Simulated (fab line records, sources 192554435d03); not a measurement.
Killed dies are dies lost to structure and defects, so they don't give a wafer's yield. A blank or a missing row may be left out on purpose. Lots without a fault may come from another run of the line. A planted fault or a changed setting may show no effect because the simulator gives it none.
fab line records | flow n5_finfet
record lots=7 wafers=39
route steps=1938 shown BEOL_M7@1263 BEOL_M9@1446 PAD_METAL@1895
start_h: hours from the record's first day to the start of the lot's first wafer shown | wait_h: hours since the lot's step before | " the same as in the row above | L1.1+2: a row that stands for several wafers | - no value, or no start given | * or withheld: withheld | < > ~ a bound
route shown NAME@n: a module of which the file shows steps, and the number in the route of the first | usual: mean/standard deviation of fault-free wafers | same: alike in all rows | chamber/n: place in a boat | sites: the reading at each site | _std_site: their standard deviation | _edge_site: outer sites' mean less inner sites' | radius_mm: how far each site lies from the wafer's centre | mask NAME#n: copy n | behind: the tool/chamber that last shaped the wafer | hold: why the lot was held/for how many hours/how that ended | device: the transistor (n, p or np) that didn't switch | end of line: the same wafers' tests at the end of the route | a step without rows: its recipe alone | killed: dies lost to structure and defects at the first sort, not the wafer's yield | map: a wafer's dies, x killed, . not, _ none there
set.NAME: the setting as run; set.NAME@STEP: as run at that earlier step | model.NAME: the simulator's own value behind a step, which no gauge read
lots whose settings were changed on purpose; a table a step, a row a wafer
## steps
# step N5_BEOL_M7_ILD_DEP_00
# recipe material=SiCOH_lowk target_thk_a=1797.5 temp_c=300 precursor=DEMS/porogen pressure_torr=5 rf_w=500 time_s=33.4
# columns lot.wafer tool chamber start_h wait_h set.time_s model.SiCOH_lowk_of_BEOL_M7_ILD_DEP_00.thk_nm
L077.1 pecvd-02 2 282.10 0.0 47.88 253.6
L077.2 " 1 " " 47.88 253.2
L077.3 " 0 " " 33.4 182.6
L077.4 " 1 " " 33.4 182.2
L077.5 " 2 " " 47.88 260.2
L077.6 " 0 " " 33.4 185
L079.1 pecvd-02 0 310.66 0.0 45.04 242
L079.2 " 1 " " 45.04 235.8
L079.3 " 2 " " 33.4 181
L079.4 " 1 " " 33.4 181.2
L079.5 " 0 " " 45.04 244.6
L079.6 " 2 " " 33.4 182.4
L081.1 pecvd-01 1 330.72 0.0 33.4 175.2
L081.2 " 2 " " 33.4 175
L081.3 " 0 " " 20.41 107.2
L081.4 " 2 " " 33.4 179
L081.5 " 1 " " 20.41 111.4
L081.6 " 0 " " 20.41 109.8
L083.1 pecvd-01 2 336.07 0.0 33.4 177.4
L083.2 " 0 " " 39.03 206.6
L083.3 " 1 " " 39.03 208.2
L083.4+5 " 0,1 " " 33.4 182
L083.6 " 2 " " 39.03 211.8
L085.1 pecvd-03 1 341.52 0.0 19.51 105.2
L085.2 " 2 " " 33.4 175.8
L085.3 " 0 " " 19.51 107.4
L085.4 " 2 " " 33.4 180.2
L085.5 " 1 " " 19.51 106.4
L085.6 " 0 " " 33.4 181.6
L088.1 pecvd-02 1 379.37 0.0 33.4 176
L088.2 " 0 " " 33.4 179
L088.3 " 2 " " 33.4 181
L088.4 " 0 " " 33.4 183
L088.5 " 1 " " 33.4 177.6
L088.6 " 2 " " 33.4 181.6
L091.3 pecvd-02 2 383.42 0.0 33.4 181.2
L091.4 " 0 " " 33.4 181.8
L091.5 " 1 " " 33.4 176.2
# step N5_BEOL_M7_CURE_74
# recipe temp_c=385 time_s=240 ambient=He/Ar material=SiCOH_lowk
# columns lot.wafer tool chamber start_h wait_h set.time_s@BEOL_M7_ILD_DEP_00 model.SiCOH_lowk_of_BEOL_M7_ILD_DEP_00.thk_nm
L077.1 uv_cure-02 1 282.53 0.4 47.88 219.6
L077.2 " 1 " " 47.88 219.4
L077.3 " 1 " " 33.4 157.6
L077.4 " 1 " " 33.4 157
L077.5 " 1 " " 47.88 225.4
L077.6 " 1 " " 33.4 159.6
L079.1 uv_cure-01 2 310.73 0.0 45.04 209.4
L079.2 " 2 " " 45.04 204
L079.3 " 2 " " 33.4 156.2
L079.4 " 2 " " 33.4 156.4
L079.5 " 2 " " 45.04 211.6
L079.6 " 2 " " 33.4 157.4
L081.1 uv_cure-01 2 330.78 0.0 33.4 151
L081.2 " 2 " " 33.4 150.8
L081.3 " 2 " " 20.41 92
L081.4 " 2 " " 33.4 154.4
L081.5 " 2 " " 20.41 95.6
L081.6 " 2 " " 20.41 94.4
L083.1 uv_cure-03 2 336.13 0.0 33.4 152.8
L083.2 " 2 " " 39.03 178.6
L083.3 " 2 " " 39.03 179.8
L083.4 " 2 " " 33.4 157
L083.5 " 2 " " 33.4 156.8
L083.6 " 2 " " 39.03 183
L085.1 uv_cure-02 2 348.28 6.7 19.51 90.4
L085.2 " 2 " " 33.4 151.6
L085.3 " 2 " " 19.51 92.2
L085.4 " 2 " " 33.4 155.4
L085.5 " 2 " " 19.51 91.4
L085.6 " 2 " " 33.4 156.6
L088.1 uv_cure-02 1 379.44 0.0 33.4 151.8
L088.2 " 1 " " 33.4 154.4
L088.3 " 1 " " 33.4 156
L088.4 " 1 " " 33.4 157.8
L088.5 " 1 " " 33.4 153
L088.6 " 1 " " 33.4 156.6
L091.3 uv_cure-03 2 383.64 0.2 33.4 156.2
L091.4 " 2 " " 33.4 156.8
L091.5 " 2 " " 33.4 152
# step N5_BEOL_M7_THK_MEAS_01
# recipe reads=SiCOH_lowk_of_BEOL_M7_ILD_DEP_00
# usual M7_ILD_THK=155.2/2.2
# columns lot.wafer tool chamber start_h wait_h set.time_s@BEOL_M7_ILD_DEP_00 M7_ILD_THK[nm]
L077.1 film_metro-01 - 283.04 0.4 47.88 219.5
L077.2 " - " " 47.88 219.3
L077.3 " - " " 33.4 157.5
L077.4 " - " " 33.4 157.1
L077.5 " - " " 47.88 225.3
L077.6 " - " " 33.4 159.6
L079.1 film_metro-01 - 311.72 0.8 45.04 209.5
L079.2 " - " " 45.04 203.9
L079.3 " - " " 33.4 156.0
L079.4 " - " " 33.4 156.4
L079.5 " - " " 45.04 211.5
L079.6 " - " " 33.4 157.4
L081.1 film_metro-02 - 331.29 0.4 33.4 150.9
L081.2 " - " " 33.4 150.8
L081.3 " - " " 20.41 92.1
L081.4 " - " " 33.4 154.5
L081.5 " - " " 20.41 95.7
L081.6 " - " " 20.41 94.4
L083.1 film_metro-02 - 336.65 0.4 33.4 152.9
L083.2 " - " " 39.03 178.5
L083.3 " - " " 39.03 179.9
L083.4 " - " " 33.4 157.1
L083.5 " - " " 33.4 156.8
L083.6 " - " " 39.03 183.2
L085.1 film_metro-01 - 350.23 1.6 19.51 90.3
L085.2 " - " " 33.4 151.4
L085.3 " - " " 19.51 92.3
L085.4 " - " " 33.4 155.5
L085.5 " - " " 19.51 91.5
L085.6 " - " " 33.4 156.5
L088.1 film_metro-01 - 379.95 0.4 33.4 151.8
L088.2 " - " " 33.4 154.5
L088.3 " - " " 33.4 155.9
L088.4 " - " " 33.4 157.9
L088.5 " - " " 33.4 153.2
L088.6 " - " " 33.4 156.6
L091.3 film_metro-01 - 383.99 0.3 33.4 156.1
L091.4 " - " " 33.4 156.8
L091.5 " - " " 33.4 152.0
# step N5_BEOL_M7_DESCUM_33
# recipe chemistry=O2 time_s=7 source_power_w=50 bias_power_w=20 pressure_mtorr=20 rf_frequency_hz=2.712e+07 temp_c=40 resist=CAR-EUV o2_flow_sccm=225
# columns lot.wafer tool chamber start_h wait_h set.time_s model.CAR-EUV_of_BEOL_M7_COAT_22.thk_nm
L077.1+4 rie_diel-06 1,3 286.01 0.0 7 26
L077.2+6 " 3,1 " " 9.266 24.8
L077.3 " 2 " " 7 26.2
L077.5 " 2 " " 9.266 25
L079.1+3+4+5 rie_diel-06 0,1,3,0 316.04 0.0 7 26.2
L079.2+6 " 3,1 " " 7 26
L081.1+4 rie_diel-02 2,1 336.91 0.0 10.3 24.6
L081.2 " 0 " " 7 26
L081.3+6 " 3 " " 7 26.2
L081.5 " 2 " " 10.3 24.4
L083.1 rie_diel-05 1 339.18 0.0 7 26
L083.2+3 " 2,3 " " 7 26.2
L083.4+5 " 0 " " 5.82 26.8
L083.6 " 3 " " 5.82 26.6
L085.1+3+5+6 rie_diel-06 2,1,1,2 353.55 0.1 7 26
L085.2+4 " 3,0 " " 7 26.2
L088.1+3+5 rie_diel-06 0,3,2 383.65 0.0 8.329 25.4
L088.2+4+6 " 2,1,3 " " 7 26
L091.3+4+5 rie_diel-02 0,2,1 388.97 0.6 7 26
# step N5_BEOL_M9_TRENCH_ETCH_37
# recipe chemistry=C4F6/O2 target_depth_a=1514.3 target=SiCOH_lowk time_s=49 ion_energy_ev=250 pressure_mtorr=30 source_w=345 bias_w=185 Ar_flow_sccm=300 C4F6_flow_sccm=10 O2_flow_sccm=10
# columns lot.wafer tool chamber start_h wait_h set.time_s model.etch.depth_nm model.BEOL_M9.feature_depth_nm model.TiN_of_BEOL_M9_HM_DEP_02.thk_nm
L077.1 rie_diel-05 1 - - 37.14 110.1 110.2 16.6
L077.2 " 3 " " 37.14 111.9 112 16.8
L077.3 " 0 " " 49 148.3 148.4 15.4
L077.4 " 2 " " 37.14 114.3 114.4 17
L077.5 " 1 " " 49 145.8 145.8 16
L077.6 " 2 " " 49 152.1 152 15.4
L079.1 rie_diel-02 2 - - 26.25 79.65 79.6 17.6
L079.2 " 3 " " 49 147.1 147 15.8
L079.3 " 0 " " 49 152.9 152.8 15.6
L079.4 " 1 " " 26.25 77.59 77.6 17.6
L079.5 " 3 " " 26.25 77.92 78 17.4
L079.6 " 2 " " 49 148.2 148.2 15.8
L081.1 rie_diel-06 2 - - 49 152.6 152.6 15.6
L081.2 " 0 " " 34.3 103.2 103.2 16.6
L081.3 " 3 " " 49 158 158 15
L081.4 " 1 " " 34.3 102.9 103 17
L081.5 " 0 " " 34.3 103.5 103.6 16.8
L081.6 " 3 " " 49 158.8 158.8 15.4
L083.1 rie_diel-06 2 - - 33.18 104.7 104.6 17.4
L083.2 " 3 " " 49 159.7 159.6 15.2
L083.3 " 0 " " 33.18 100.3 100.4 17.4
L083.4 " 1 " " 49 149 149 16
L083.5 " 0 " " 33.18 99.43 99.4 17.2
L083.6 " 3 " " 49 158.8 158.8 15.8
L085.1 rie_diel-02 1 - - 49 145.4 145.4 16
L085.2 " 0 " " 39.62 123.1 123 16.6
L085.3 " 3 " " 39.62 119 119 16.4
L085.4 " 2 " " 49 148.1 148 15.8
L085.5 " 1 " " 49 145.3 145.4 15.8
L085.6 " 2 " " 39.62 120.6 120.6 16.6
L088.1 rie_diel-02 2 - - 37.61 115.2 115.2 16.8
L088.2 " 3 " " 49 147.5 147.6 15.4
L088.3 " 0 " " 49 153.7 153.8 15.8
L088.4 " 1 " " 37.61 112.2 112.2 16.4
L088.5 " 3 " " 37.61 113.4 113.4 16.6
L088.6 " 0 " " 49 153.5 153.4 15.8
L091.3 rie_diel-02 0 - - 49 155.1 155 15.8
L091.4 " 3 " " 49 148.1 148.2 15.6
L091.5 " 2 " " 49 151.5 151.4 16
# step N5_BEOL_M9_ETCH_41
# recipe chemistry=CH3F/O2 target=SiCN target_depth_a=366 taper_deg=2 time_s=70.1 ion_energy_ev=120 mask_material=TiN pressure_mtorr=30 source_w=395 bias_w=75 Ar_flow_sccm=150 CH3F_flow_sccm=30 O2_flow_sccm=20
# step N5_BEOL_M9_STRIP_80
# recipe chemistry=N2/H2 time_s=10 power_w=450 temp_c=40 pressure_mtorr=20 rf_frequency_hz=6e+07 bias_power_w=7 n2_flow_sccm=200 h2_flow_sccm=200
# step N5_BEOL_M9_OCD_MEAS_38
# usual trench_depth_nm=149/3.5
# columns lot.wafer tool chamber start_h wait_h set.time_s@BEOL_M9_TRENCH_ETCH_37 trench_depth_nm
L077.1 ocd-02 - 303.67 - 37.14 110
L077.2 " - " " 37.14 112
L077.3 " - " " 49 149
L077.4 " - " " 37.14 115
L077.5 " - " " 49 146
L077.6 " - " " 49 152
L079.1 ocd-01 - 333.73 - 26.25 80
L079.2 " - " " 49 147
L079.3 " - " " 49 153
L079.4 " - " " 26.25 78
L079.5 " - " " 26.25 78
L079.6 " - " " 49 148
L081.1 ocd-01 - 370.08 - 49 152
L081.2 " - " " 34.3 103
L081.3 " - " " 49 158
L081.4 " - " " 34.3 103
L081.5 " - " " 34.3 104
L081.6 " - " " 49 159
L083.1 ocd-01 - 373.26 - 33.18 104
L083.2 " - " " 49 160
L083.3 " - " " 33.18 101
L083.4 " - " " 49 149
L083.5 " - " " 33.18 100
L083.6 " - " " 49 159
L085.1 ocd-01 - 384.24 - 49 145
L085.2 " - " " 39.62 123
L085.3 " - " " 39.62 119
L085.4 " - " " 49 148
L085.5 " - " " 49 146
L085.6 " - " " 39.62 120
L088.1 ocd-01 - 400.64 - 37.61 115
L088.2 " - " " 49 147
L088.3 " - " " 49 154
L088.4 " - " " 37.61 112
L088.5 " - " " 37.61 113
L088.6 " - " " 49 154
L091.3 ocd-01 - 406.31 - 49 155
L091.4 " - " " 49 148
L091.5 " - " " 49 152
# step N5_BEOL_M9_HM_STRIP_39
# recipe chemistry=peroxide_tin_strip material=TiN target_depth_a=250 temp_c=50 time_s=158
# step N5_BEOL_M9_SRD_40
# recipe time_s=30 temp_c=23 rinse_liquid=diw dry=ipa_marangoni
# step N5_BEOL_M9_ECD_50
# recipe material=Cu target_thk_a=3180
# step N5_BEOL_M9_ANNEAL_51
# recipe temp_c=225 time_s=90 ambient=N2
# step N5_BEOL_M9_CMP_52
# recipe stop_on=SiCOH_lowk t_overpolish_s=7 down_force_psi=1 platen_rpm=50 clearing_platen_down_force_psi=1.5 clearing_platen_rpm=50 post_cmp_clean=cu_alkaline target_thk_nm=140 clearing_platen_pad_velocity_m_s=0.99484 pad_velocity_m_s=0.99484
# columns lot.wafer tool chamber start_h wait_h set.time_s@BEOL_M9_TRENCH_ETCH_37 model.Cu_of_BEOL_M9_ECD_50.thk_nm
L077.3 cmp-04 2 305.59 0.2 49 137.6
L077.2 " 3 " " 37.14 98.8
L077.4 " 0 " " 37.14 101.6
L077.1 " 1 " " 37.14 99.4
L077.6 " 2 " " 49 140.2
L077.5 " 3 " " 49 131.4
L079.2 cmp-04 2 335.76 0.2 49 135.8
L079.3 " 3 " " 49 139.6
L079.1 " 0 " " 26.25 67.4
L079.4 " 1 " " 26.25 68.8
L079.6 " 2 " " 49 138.8
L079.5 " 3 " " 26.25 64.6
L081.1 cmp-03 0 372.96 0.3 49 141.8
L081.3 " 1 " " 49 146.4
L081.4 " 2 " " 34.3 92.4
L081.2 " 3 " " 34.3 91.6
L081.6 " 0 " " 49 147.6
L081.5 " 1 " " 34.3 92.8
L083.3 cmp-04 0 375.41 0.2 33.18 88.6
L083.2 " 1 " " 49 149
L083.4 " 2 " " 49 138
L083.1 " 3 " " 33.18 90.8
L083.5 " 0 " " 33.18 87
L083.6 " 1 " " 49 148.2
L085.4 cmp-03 0 388.57 0.1 49 136.6
L085.1 " 1 " " 49 135
L085.3 " 2 " " 39.62 107.4
L085.2 " 3 " " 39.62 111.6
L085.6 " 0 " " 39.62 107.6
L085.5 " 1 " " 49 133.8
L088.1 cmp-04 1 402.86 0.3 37.61 106
L088.3 " 2 " " 49 142.8
L088.2 " 3 " " 49 133
L088.4 " 0 " " 37.61 100.2
L088.6 " 1 " " 49 144.4
L088.5 " 2 " " 37.61 103
L091.3 cmp-01 1 409.96 0.2 49 141.6
L091.4 " 2 " " 49 134
L091.5 " 1 " " 49 138.2
# step N5_BEOL_M9_THK_MEAS_53
# recipe thk_meas_gauge=xrf reads=Cu_of_BEOL_M9_ECD_50
# usual M9_THK=139/3.8
# columns lot.wafer tool chamber start_h wait_h set.time_s@BEOL_M9_TRENCH_ETCH_37 M9_THK[nm]
L077.1 film_metro-02 - 305.89 - 37.14 99
L077.2 " - " " 37.14 98
L077.3 " - " " 49 137
L077.4 " - " " 37.14 102
L077.5 " - " " 49 131
L077.6 " - " " 49 141
L079.1 film_metro-02 - 336.06 - 26.25 68
L079.2 " - " " 49 137
L079.3 " - " " 49 141
L079.4 " - " " 26.25 69
L079.5 " - " " 26.25 65
L079.6 " - " " 49 140
L081.1 film_metro-01 - 373.25 - 49 144
L081.2 " - " " 34.3 93
L081.3 " - " " 49 148
L081.4 " - " " 34.3 93
L081.5 " - " " 34.3 94
L081.6 " - " " 49 150
L083.1 film_metro-01 - 375.70 - 33.18 91
L083.2 " - " " 49 149
L083.3 " - " " 33.18 88
L083.4 " - " " 49 137
L083.5 " - " " 33.18 87
L083.6 " - " " 49 149
L085.1 film_metro-02 - 388.87 - 49 135
L085.2 " - " " 39.62 112
L085.3 " - " " 39.62 107
L085.4 " - " " 49 137
L085.5 " - " " 49 134
L085.6 " - " " 39.62 108
L088.1 film_metro-02 - 403.16 - 37.61 106
L088.2 " - " " 49 134
L088.3 " - " " 49 144
L088.4 " - " " 37.61 101
L088.5 " - " " 37.61 103
L088.6 " - " " 49 145
L091.3 film_metro-02 - 410.22 - 49 142
L091.4 " - " " 49 135
L091.5 " - " " 49 139
# step N5_BEOL_M9_PRE_CLEAN_55
# recipe gas=NH3 time_s=15 temp_c=withheld rf_power_w=300
# step N5_BEOL_M9_DEP_56
# recipe material=SiCN target_thk_a=150 temp_c=withheld precursor=3MS/NH3 pressure_torr=3 rf_w=202 time_s=26.5
# step N5_BEOL_M9_RS_MEAS_57
# recipe thk_meas_gauge=four-point-probe reads=Cu_of_BEOL_M9_ECD_50+Co_of_BEOL_M9_CVD_78+TaN_of_BEOL_M9_ALD_74
# usual M9_RS=0.153/0.0044
# columns lot.wafer tool chamber start_h wait_h set.time_s@BEOL_M9_TRENCH_ETCH_37 M9_RS[ohm/sq]
L077.1 film_metro-01 - 306.02 0.1 37.14 0.221
L077.2 " - " " 37.14 0.223
L077.3 " - " " 49 0.154
L077.4 " - " " 37.14 0.216
L077.5 " - " " 49 0.162
L077.6 " - " " 49 0.151
L079.1 film_metro-01 - 336.19 0.1 26.25 0.348
L079.2 " - " " 49 0.156
L079.3 " - " " 49 0.151
L079.4 " - " " 26.25 0.340
L079.5 " - " " 26.25 0.367
L079.6 " - " " 49 0.152
L081.1 film_metro-01 - 373.39 0.1 49 0.149
L081.2 " - " " 34.3 0.242
L081.3 " - " " 49 0.143
L081.4 " - " " 34.3 0.240
L081.5 " - " " 34.3 0.239
L081.6 " - " " 49 0.142
L083.1 film_metro-01 - 375.84 0.1 33.18 0.245
L083.2 " - " " 49 0.141
L083.3 " - " " 33.18 0.253
L083.4 " - " " 49 0.153
L083.5 " - " " 33.18 0.258
L083.6 " - " " 49 0.141
L085.1 film_metro-01 - 389.00 0.1 49 0.156
L085.2 " - " " 39.62 0.194
L085.3 " - " " 39.62 0.202
L085.4 " - " " 49 0.155
L085.5 " - " " 49 0.158
L085.6 " - " " 39.62 0.202
L088.1 film_metro-01 - 403.30 0.1 37.61 0.206
L088.2 " - " " 49 0.159
L088.3 " - " " 49 0.148
L088.4 " - " " 37.61 0.220
L088.5 " - " " 37.61 0.212
L088.6 " - " " 49 0.146
L091.3 film_metro-01 - 410.37 0.1 49 0.149
L091.4 " - " " 49 0.158
L091.5 " - " " 49 0.153
# step N5_PASSIVATION_SPUTTER_20
# recipe material=TaN target_thk_a=500 temp_c=25 chamber_pressure_pa=0.4
# columns lot.wafer tool chamber start_h wait_h set.target_thk_a model.TaN_of_PASSIVATION_SPUTTER_20.thk_nm
L077.1 pvd_sputter-01 - 361.50 0.0 784.6 78.4
L077.2 " - " " 500 50
L077.3 " - " " 784.6 78
L077.4 " - " " 500 50.4
L077.5 " - " " 784.6 78.8
L077.6 " - " " 500 50.2
L079.1 pvd_sputter-03 - 404.38 0.0 500 49.4
L079.2 " - " " 793.2 79.4
L079.3 " - " " 793.2 78.2
L079.4 " - " " 793.2 79.6
L079.5 " - " " 500 49
L079.6 " - " " 500 50
L081.1 pvd_sputter-01 - 424.31 0.0 424.9 43.2
L081.2 " - " " 500 50.6
L081.3 " - " " 424.9 42.8
L081.4 " - " " 424.9 43
L081.5+6 " - " " 500 50.4
L083.1+6 pvd_sputter-03 - 429.35 0.0 254.3 24.6
L083.2+4 " - " " 500 49.8
L083.3 " - " " 500 49.6
L083.5 " - " " 254.3 25.2
L085.1 pvd_sputter-02 - 444.60 0.0 500 51
L085.2+5 " - " " 500 50.6
L085.3 " - " " 638.9 64.4
L085.4 " - " " 638.9 64.6
L085.6 " - " " 638.9 65.2
L088.1+2+6 pvd_sputter-02 - 462.69 0.0 500 50.2
L088.3 " - " " 794.2 79.6
L088.4 " - " " 794.2 80.6
L088.5 " - " " 794.2 80
L091.3 pvd_sputter-01 - 468.15 0.0 500 50
L091.4+5 " - " " 500 51.2
## key
split step=N5_BEOL_M7_ILD_DEP_00 setting=time_s stated=33.4 by=wafer
response step=N5_BEOL_M7_ILD_DEP_00 reading=model.SiCOH_lowk_of_BEOL_M7_ILD_DEP_00.thk_nm change=+1.71 per=1% r=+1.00
response step=N5_BEOL_M7_CURE_74 reading=model.SiCOH_lowk_of_BEOL_M7_ILD_DEP_00.thk_nm change=+1.49 per=1% r=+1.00
response step=N5_BEOL_M7_THK_MEAS_01 reading=M7_ILD_THK change=+1.49 per=1% r=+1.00
split step=N5_BEOL_M7_DESCUM_33 setting=time_s stated=7 by=wafer
response step=N5_BEOL_M7_DESCUM_33 reading=model.CAR-EUV_of_BEOL_M7_COAT_22.thk_nm change=-0.0347 per=1% r=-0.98
split step=N5_BEOL_M9_TRENCH_ETCH_37 setting=time_s stated=49 by=wafer
response step=N5_BEOL_M9_TRENCH_ETCH_37 reading=model.etch.depth_nm change=+1.59 per=1% r=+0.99
response step=N5_BEOL_M9_TRENCH_ETCH_37 reading=model.BEOL_M9.feature_depth_nm change=+1.59 per=1% r=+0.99
response step=N5_BEOL_M9_TRENCH_ETCH_37 reading=model.TiN_of_BEOL_M9_HM_DEP_02.thk_nm change=-0.0438 per=1% r=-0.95
response step=N5_BEOL_M9_OCD_MEAS_38 reading=trench_depth_nm change=+1.59 per=1% r=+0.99
response step=N5_BEOL_M9_CMP_52 reading=model.Cu_of_BEOL_M9_ECD_50.thk_nm change=+1.6 per=1% r=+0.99
response step=N5_BEOL_M9_THK_MEAS_53 reading=M9_THK change=+1.62 per=1% r=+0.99
response step=N5_BEOL_M9_RS_MEAS_57 reading=M9_RS change=-0.00347 per=1% r=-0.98
split step=N5_PASSIVATION_SPUTTER_20 setting=target_thk_a stated=500 by=wafer
response step=N5_PASSIVATION_SPUTTER_20 reading=model.TaN_of_PASSIVATION_SPUTTER_20.thk_nm change=+0.504 per=1% r=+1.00
